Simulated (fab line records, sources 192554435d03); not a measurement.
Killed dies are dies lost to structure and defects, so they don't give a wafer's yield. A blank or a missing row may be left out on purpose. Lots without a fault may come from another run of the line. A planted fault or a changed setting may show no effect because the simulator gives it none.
A struck lot beside a sound one | flow n5_finfet | 44 steps out of a route of 1938
Sound: wafers L920.3, L920.4, L920.6. Struck: wafers L926.1, L926.4. (L926.6 of the same lot was not struck and is left out.) The cause comes at the end.
At each step with rows: each side's tool, then ch and its chambers, then its first start. Under that, the readings that differ: sound wafers | struck wafers | difference of the means | sigmas: that difference in standard deviations of wafers without a fault.
alike: readings whose means differ by less than 2 such deviations, and words and numbers that are the same on both sides. not compared: withheld readings, readings that some wafer has no value for, bounds like >300 that may hide the same value, and numbers for which the record gives no deviation and whose values overlap.
The two part at a step that has a row with sigmas, a row that says differs or no value, or rows on one side only. Numbers that don't overlap but have no deviation are shown without sigmas and don't part them. A reading that every wafer of one side lacks parts them only if that side has two wafers or more.

first, 6 steps without rows for these wafers: N5_SD_EPI_N_STRIP_36 (strips in N2/H2); N5_SD_EPI_N_ETCHBACK_44 (etches SiNx in CH3F/O2, stops on SiO2, target depth 14.5 nm); N5_SD_EPI_N_ETCH_45 (etches SiOCN in CH3F/O2, target depth 6 nm); N5_SD_EPI_N_ETCH_16 (etches SiO2 in CHF3/O2, target depth 5 nm); N5_SD_EPI_N_STRIP_47 (strips in CHF3/O2); N5_SD_EPI_N_SD_RECESS_17 (chemistry HBr/Cl2/O2, target depth 41 nm, time 23.7 s, bt time 3 s).
N5_SD_EPI_N_STRIP_38: strips in N2/H2.
  sound on plasma_asher-01 ch 0,1, day 3 13:44; struck on plasma_asher-01 ch 1, day 5 00:20
  alike: drypump_motor_current_A, heater_power_w, oes_product_au
  not compared: rf_hours_counter_h
then, 5 steps without rows for these wafers: N5_SD_EPI_N_WET_ETCH_43 (etches SiO2 in dHF, time 14 s, target depth 1.5 nm); N5_SD_EPI_N_STRIP_18 (strips in SPM, time 750 s); N5_SD_EPI_N_SRD_20 (time 30 s); N5_SD_EPI_N_PRECLEAN_48 (cleans in NF3:NH3, afs cycles 2, time 20 s, sublimation time 60 s); N5_SD_EPI_N_VAPOR_ETCH_50 (etches Si in HCl, time 54 s).
N5_SD_EPI_N_EPI_21: deposits Si:P, time 690 s.
  sound on epi_rpcvd-03 ch 0, day 3 15:10; struck on epi_rpcvd-01 ch 0, day 5 01:13
  reading                                   | sound          | struck    | difference | sigmas
  model.Si-P_of_SD_EPI_N_EPI_21.thk_nm (nm) | 58.4 58.2 58.2 | 60.8 60.8 | +2.5       |
N5_SD_EPI_N_EPI_MEAS_23:
  sound on film_metro-02, day 3 16:20; struck on film_metro-01, day 5 02:56
  alike: thk_nm
then, 3 steps without rows for these wafers: N5_SD_EPI_N_PRECLEAN_24 (cleans in O3/DIW, time 60 s); N5_SD_EPI_N_SRD_25 (time 30 s); N5_SD_EPI_N_PRECLEAN_49 (cleans in NF3:NH3, afs cycles 1, time 20 s, sublimation time 60 s).
N5_SD_EPI_N_LINER_46: material SiNx, target thk 3 nm.
  sound on ald_sin-02 ch 1,2, day 3 16:47; struck on ald_sin-04 ch 0,2, day 5 03:37
  alike: heater_power_w
N5_SD_EPI_N_INSPECT_26: inspects for defects (darkfield).
  sound on defect_inspect-02, day 3 17:02; struck on defect_inspect-01, day 5 03:52
  alike: raw_defect_count
then, 8 steps without rows for these wafers: N5_SD_EPI_P_COAT_34 (time 60 s, resist thk 350 nm); N5_SD_EPI_P_COAT_35 (time 60 s, resist thk 35 nm); N5_SD_EPI_P_COAT_03 (resist thk 150 nm); N5_SD_EPI_P_EBR_05; N5_SD_EPI_P_SOFTBAKE_04 (time 60 s); N5_SD_EPI_P_EXPOSE_06 (exposes mask SD P BLK, target cd 240 nm); N5_SD_EPI_P_PEB_07 (peb time 60 s); N5_SD_EPI_P_DEVELOP_08 (develop time 30 s).
N5_SD_EPI_P_CD_MEAS_09: target cd 240 nm.
  sound on cd_sem-02 ch 0, day 3 17:26; struck on cd_sem-03 ch 0, day 5 04:16
  alike: cd_nm
N5_SD_EPI_P_OVL_MEAS_10:
  sound on overlay-01 ch 0, day 3 17:28; struck on overlay-01 ch 0, day 5 04:17
  alike: SD_P_BLK_OVL
N5_SD_EPI_P_INSPECT_11: inspects for defects (macro).
  sound on defect_inspect-02, day 3 17:29; struck on defect_inspect-02, day 5 04:19
  alike: raw_defect_count
then, 1 step without rows for these wafers: N5_SD_EPI_P_DESCUM_14 (chemistry O2, time 7.9 s).
N5_SD_EPI_P_ETCH_36: etches SiARC in CF4, target depth 45.5 nm, time 75.8 s.
  sound on rie_diel-01 ch 0,1,2, day 3 17:48; struck on rie_diel-04 ch 0,3, day 5 04:23
  alike: drypump_motor_current_A, etch_rf_on_time_s, oes_product_au, rf_vpp_V, showerhead_plenum_p_Torr, throttle_valve_pct
  not compared: rf_hours_counter_h
then, 2 steps without rows for these wafers: N5_SD_EPI_P_ETCH_37 (etches SOC in N2/H2, overetch 108 nm, time 486 s); N5_SD_EPI_P_STRIP_38 (strips in N2/H2).
N5_SD_EPI_P_ETCHBACK_46: etches SiNx in CH3F/O2, stops on SiO2, target depth 17.5 nm.
  sound on rie_diel-01 ch 0,1,2, day 3 18:11; struck on rie_diel-04 ch 0,3, day 5 04:46
  alike: drypump_motor_current_A, oes_product_au, rf_vpp_V, showerhead_plenum_p_Torr, throttle_valve_pct
  not compared: rf_hours_counter_h
then, 5 steps without rows for these wafers: N5_SD_EPI_P_ETCH_47 (etches SiOCN in CH3F/O2, target depth 25 nm); N5_SD_EPI_P_ETCH_16 (etches SiO2 in CHF3/O2, target depth 5 nm); N5_SD_EPI_P_STRIP_50 (strips in CHF3/O2); N5_SD_EPI_P_SD_RECESS_17 (chemistry HBr/Cl2/O2, target depth 39.1 nm, bt time 3 s); N5_SD_EPI_P_WET_ETCH_45 (etches SiO2 in dHF, time 10.7 s, target depth 2 nm, rinse time 30 s).
N5_SD_EPI_P_STRIP_40: strips in N2/H2.
  sound on plasma_asher-01 ch 0,1, day 3 18:37; struck on plasma_asher-01 ch 0,1, day 5 05:11
  alike: drypump_motor_current_A, heater_power_w, oes_product_au
  not compared: rf_hours_counter_h
then, 1 step without rows for these wafers: N5_SD_EPI_P_PRECLEAN_52 (cleans in O3/DIW, time 60 s).
N5_MOL_CONTACT_COAG_ETCH_15: etches SiNx in CH3F/O2, stops on Si:P, target depth 7 nm.
  sound on rie_diel-03 ch 0,3, day 5 05:04; struck on rie_diel-06 ch 0,2, day 6 14:07
  reading                                   | sound          | struck    | difference | sigmas
  oes_product_au (a.u.)                     | 0.66 0.58 0.66 | 0.55 0.52 | -0.10      | -2
  model.Si-P_of_SD_EPI_N_EPI_21.thk_nm (nm) | 57.6 57.4 57.4 | 60 60     | +3         |
  alike: drypump_motor_current_A, rf_vpp_V, showerhead_plenum_p_Torr, throttle_valve_pct
  not compared: rf_hours_counter_h
then, 1 step without rows for these wafers: N5_PASSIVATION_PROBE_49.

WHERE THEY PART
Only at N5_MOL_CONTACT_COAG_ETCH_15, within this record.

WHY: what the simulator had put in
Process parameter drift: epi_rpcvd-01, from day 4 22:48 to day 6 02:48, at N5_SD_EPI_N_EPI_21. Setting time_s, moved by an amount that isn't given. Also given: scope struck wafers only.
